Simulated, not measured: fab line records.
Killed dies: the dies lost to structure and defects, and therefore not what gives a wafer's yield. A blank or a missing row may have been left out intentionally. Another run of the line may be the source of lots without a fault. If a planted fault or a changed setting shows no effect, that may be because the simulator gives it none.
Chamber matching    flow n5 finfet    N5_ZERO_LAYER_ETCH_17 on rie diel-06: 4 sister chambers
The step etches SiO2 in CF4, target depth 12 nm, time 13.3 s. 27 wafers are shown with their chamber, then 12 later ones without.

EACH WAFER AND ITS CHAMBER
wafer   chamber  drypump motor current A (A)  showerhead plenum p Torr (Torr)  throttle valve pct (%)
L074.3  1        6.52                         2.21                             15.30
L074.4  2        6.02                         2.11                             15.54
L074.5  0        5.79                         2.23                             15.59
L078.1  2        6.04                         2.11                             15.56
L078.2  3        5.77                         2.15                             15.98
L078.6  1        6.51                         2.21                             15.29
L081.2  1        6.47                         2.21                             15.33
L081.4  3        5.79                         2.15                             15.98
L081.6  3        5.79                         2.15                             15.98
L082.1  1        6.51                         2.21                             15.34
L082.2  0        5.76                         2.22                             15.61
L082.6  1        6.50                         2.21                             15.33
L083.3  1        6.49                         2.21                             15.33
L083.5  0        5.80                         2.22                             15.63
L083.6  3        5.80                         2.15                             16.00
L086.1  3        5.77                         2.15                             16.01
L086.2  2        6.04                         2.11                             15.60
L086.5  2        6.01                         2.11                             15.58
L090.2  1        6.53                         2.20                             15.35
L090.5  0        5.78                         2.22                             15.64
L090.6  3        5.80                         2.15                             16.02
L091.4  3        5.79                         2.15                             16.02
L091.5  1        6.49                         2.20                             15.36
L091.6  2        6.03                         2.10                             15.59
L092.2  0        5.79                         2.22                             15.65
L092.3  2        6.03                         2.10                             15.59
L092.5  3        5.78                         2.15                             16.03

SIGNATURES, as means of the wafers listed above
reading                   chamber 0  chamber 1  chamber 2  chamber 3  scatter within a chamber
drypump motor current A   5.7840     6.5025     6.0283     5.7862     0.015
showerhead plenum p Torr  2.2220     2.2075     2.1067     2.1500     0.00397
throttle valve pct        15.6240    15.3287    15.5767    16.0025    0.0225
Rule: for a wafer and a chamber, the distance is found by dividing, reading by reading, the gap between the wafer's reading and the chamber's mean by the reading's scatter, squaring, summing and taking the root. The wafer belongs to the nearest chamber; if the next one is less than 2 further off, it can't be placed. The scatter is the square root of a quotient: the sum, over the shown wafers, of each reading's squared deviation from its chamber's mean, divided by wafers minus chambers.

WAFERS WITH NO CHAMBER GIVEN
wafer   drypump motor current A (A)  showerhead plenum p Torr (Torr)  throttle valve pct (%)
L093.3  5.78                         2.14                             16.03
L093.5  5.78                         2.14                             16.03
L093.6  5.78                         2.21                             15.67
L095.3  5.78                         2.21                             15.66
L095.4  6.46                         2.20                             15.37
L095.5  5.80                         2.21                             15.68
L096.3  6.51                         2.20                             15.38
L096.5  5.76                         2.21                             15.66
L096.6  6.51                         2.20                             15.37
L097.1  5.80                         2.21                             15.68
L097.2  6.04                         2.10                             15.60
L097.6  5.78                         2.21                             15.68

EACH ONE'S CHAMBER
wafer   from the rows above  in truth
L093.3  3                    3
L093.5  3                    3
L093.6  0                    0
L095.3  0                    0
L095.4  1                    1
L095.5  0                    0
L096.3  1                    1
L096.5  0                    0
L096.6  1                    1
L097.1  0                    0
L097.2  2                    2
L097.6  0                    0
Correctly placed: 12 of 12. From these rows, 0 cannot be placed. Wrongly placed: 0.
